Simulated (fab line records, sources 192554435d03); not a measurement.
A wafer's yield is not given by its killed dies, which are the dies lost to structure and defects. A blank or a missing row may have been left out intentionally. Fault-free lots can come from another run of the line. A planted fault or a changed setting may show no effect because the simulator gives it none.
Comparing a struck lot with a sound one    flow n5Finfet    18 steps out of a route of 1938
Sound: the wafers L480.1, L480.2, L480.6. Struck: wafer L487.1. (L487.5 of the same lot was not struck and is left out.) The cause comes at the end.
Per side, at each step with rows, come the tool, then ch with its chambers, and then its first start. Under that, the readings that differ: sound wafers    struck wafers    difference of the means    sigmas: that difference in standard deviations of wafers without a fault.
alike: a reading whose means differ by less than 2 such deviations, as well as words and numbers matching on both sides. not compared: withheld readings; readings where some wafer has no value; bounds like >300 that might hide an equal value; numbers whose values overlap and for which the record gives no deviation.
Wherever a step has rows on one side only, a row that says differs or no value, or a row with sigmas, the two part there. When numbers do not overlap yet have no deviation, they are printed without sigmas and do not part them. A reading that every wafer of one side lacks parts them only if that side has two wafers or more.

N5_BEOL_M3_INSPECT_30: inspects for defects (brightfield).
  sound: defectInspect-01 at day 9 08:22; struck: defectInspect-01 at day 12 23:19
  alike: rawDefectCount
then, 2 steps without rows for these wafers: N5_BEOL_M3_DESCUM_33 (chemistry O2, time 7 s); N5_BEOL_M3_ETCH_77 (etches underlayer in N2/H2, target depth 6.5 nm, time 5.2 s).
N5_BEOL_M3_ETCH_69: etches SiARC in CF4, target depth 15.6 nm, time 26 s.
  sound on rieDiel-01 ch 0,1, day 9 08:34; struck on rieDiel-01 ch 1, day 12 23:24
reading                       sound              struck  difference  sigmas
oesProductAu (a.u.)           0.78 0.60 0.61     0.80    +0.14       +2
showerheadPlenumPTorr (Torr)  2.11 2.02 2.02     2.27    +0.22       +4
throttleValvePct (%)          15.53 15.89 15.90  15.46   -0.31       -2
  alike: drypumpMotorCurrentA, etchRfOnTimeS, rfVppV
  not compared: rfHoursCounterH
N5_BEOL_M3_ALD_98: deposits SiO2, target thk 2.5 nm, pulse time 1 s, co reactant pulse time 1 s.
  sound on aldSin-04 ch 1,3, day 9 08:38; struck on aldSin-02 ch 3, day 12 23:29
  alike: chamberPressureTorr, heaterPowerW, precursorPulseHeightRel
N5_BEOL_M3_ETCHBACK_99: etches SiO2 in CHF3, target depth 5 nm, time 10.4 s.
  sound on rieDiel-06 ch 0,2,3, day 9 10:31; struck on rieDiel-01 ch 2, day 14 01:24
  alike: CHF3_flow_sccm, drypumpMotorCurrentA, oesProductAu, rfVppV, showerheadPlenumPTorr, throttleValvePct
  not compared: rfHoursCounterH
then, 6 steps without rows for these wafers: N5_BEOL_M3_ETCH_70 (etches SOC in N2/H2, target depth 80 nm, overetch 16 nm, time 120 s); N5_BEOL_M3_STRIP_71 (strips in N2/H2); N5_BEOL_M3_STRIP_78 (strips in N2/H2); N5_BEOL_M3_VIA_ETCH_34 (etches the open film in C4F6/O2, target depth 69.4 nm, time 65.9 s); N5_BEOL_M3_STRIP_83 (strips in C4F6/O2); N5_BEOL_M3_STRIP_36 (strips in N2/H2).
N5_BEOL_M3_TRENCH_ETCH_37: etches SiOC in C4F6/O2, target depth 55.555 nm, time 29.2 s.
  sound on rieDiel-06 ch 0,2,3, day 9 10:45; struck on rieDiel-01 ch 2, day 14 01:38
reading                                    sound              struck  difference  sigmas
runLengthS (s)                             52.6 52.1 52.6     61.9    +9.5        +25
model.etch.depthNm (nm)                    55.54 54.85 54.86  71.87   +16.79      
model.BEOL_M3.featureDepthNm (nm)          55.6 54.8 54.8     71.8    +16.7       
model.TiN_of_BEOL_M3_HM_DEP_02.thkNm (nm)  17.4 17.6 17.6     16.6    -0.9        
  alike: drypumpMotorCurrentA, oesProductAu, rfVppV, showerheadPlenumPTorr, throttleValvePct
  not compared: rfHoursCounterH
N5_BEOL_M3_ETCH_41: etches SiCN in CH3F/O2, target depth 29.9 nm, time 52.5 s.
  sound: rieDiel-06 ch 0,2,3; struck: rieDiel-01 ch 2
  alike: drypumpMotorCurrentA, oesProductAu, rfVppV, runLengthS, showerheadPlenumPTorr, throttleValvePct
  not compared: rfHoursCounterH
N5_BEOL_M3_STRIP_97: strips in N2/H2, time 10 s.
  sound: rieDiel-06 ch 0,2,3; struck: rieDiel-01 ch 2
  alike: drypumpMotorCurrentA, oesProductAu, rfVppV, showerheadPlenumPTorr, throttleValvePct
  not compared: rfHoursCounterH
N5_BEOL_M3_OCD_MEAS_38:
  sound: ocd-01 at day 9 10:54; struck: ocd-02 at day 14 01:47
reading             sound           struck  difference  sigmas
trenchDepthNm (nm)  55.2 55.6 55.0  71.8    +16.5       +20
then, 1 step without rows for these wafers: N5_BEOL_M3_HM_STRIP_39 (strips TiN in peroxide tin strip, target depth 25 nm, time 158 s).
N5_BEOL_M4_RC_MEAS_101:
  sound on prober-01 ch 0, day 11 16:53; struck on prober-01 ch 0, day 15 10:29
reading         sound                 struck  difference  sigmas
IOFF_P (nA/um)  0.163 0.217 0.209     0.261   +0.065      +2
SS_N (mV/dec)   70.9 71.1 71.6        72.4    +1.2        +2
VT_P (mV)       -254.6 -254.1 -247.1  -245.5  +6.4        +2
  alike: DIBL_N, DIBL_P, IOFF_N, ION_N, ION_P, SS_P, VT_N

== WHERE THEY PART ==
First at N5_BEOL_M3_ETCH_69; last, within this record, at N5_BEOL_M4_RC_MEAS_101.

WHY: the cause the simulator had injected
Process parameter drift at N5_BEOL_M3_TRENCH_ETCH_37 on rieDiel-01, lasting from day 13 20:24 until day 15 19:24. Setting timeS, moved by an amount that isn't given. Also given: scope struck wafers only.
